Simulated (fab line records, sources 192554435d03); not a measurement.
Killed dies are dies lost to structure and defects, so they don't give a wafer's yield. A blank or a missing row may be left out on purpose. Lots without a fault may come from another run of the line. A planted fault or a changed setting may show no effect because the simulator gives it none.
Chamber matching | flow n5_finfet | N5_BEOL_M10_ALD_74 on ald_metal-03: 4 sister chambers
The step deposits TaN, target thk 2 nm, pulse time 2 s, purge time 3 s. 8 wafers are shown with their chamber, then 10 later ones without.

WAFERS WITH THEIR CHAMBER
wafer  | chamber | heater_power_w (W) | mfc_carrier_sccm (sccm)
L086.4 | 0       | 403                | 1495
L086.5 | 3       | 442                | 1495
L087.2 | 3       | 442                | 1502
L087.5 | 0       | 378                | 1504
L090.2 | 1       | 393                | 1504
L090.5 | 1       | 400                | 1502
L093.1 | 2       | 449                | 1504
L093.5 | 2       | 444                | 1502

WAFERS WITHOUT THEIR CHAMBER
wafer  | heater_power_w (W) | mfc_carrier_sccm (sccm)
L093.6 | 433                | 1497
L092.1 | 380                | 1499
L092.4 | 393                | 1502
L092.6 | 401                | 1500
L097.1 | 382                | 1495
L097.2 | 398                | 1504
L097.4 | 449                | 1492
L096.2 | 392                | 1487
L096.3 | 432                | 1506
L096.4 | 400                | 1500

WHICH CHAMBER EACH WENT THROUGH
wafer  | from the rows above     | in truth
L093.6 | can't be placed: 3 or 2 | 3
L092.1 | can't be placed: 0 or 1 | 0
L092.4 | can't be placed: 1 or 0 | 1
L092.6 | can't be placed: 1 or 0 | 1
L097.1 | can't be placed: 0 or 1 | 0
L097.2 | can't be placed: 1 or 0 | 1
L097.4 | can't be placed: 3 or 2 | 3
L096.2 | can't be placed: 0 or 1 | 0
L096.3 | can't be placed: 2 or 3 | 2
L096.4 | can't be placed: 1 or 0 | 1
Placed correctly: 0 of 10. Can't be placed from these rows: 10 (the true chamber is among the candidates in 10). Placed wrongly: 0.
How it was worked out, from the rows above alone: a wafer's distance from a chamber is the root of the sum, over the readings, of the square of ((its reading less the chamber's mean) divided by the reading's scatter). The wafer belongs to the nearest chamber; if the next one is less than 2 further off, it can't be placed. A chamber's mean is the mean of its shown wafers. The scatter: the root of (the sum of the squares of (reading less its chamber's mean) over the shown wafers, divided by (wafers less chambers)).
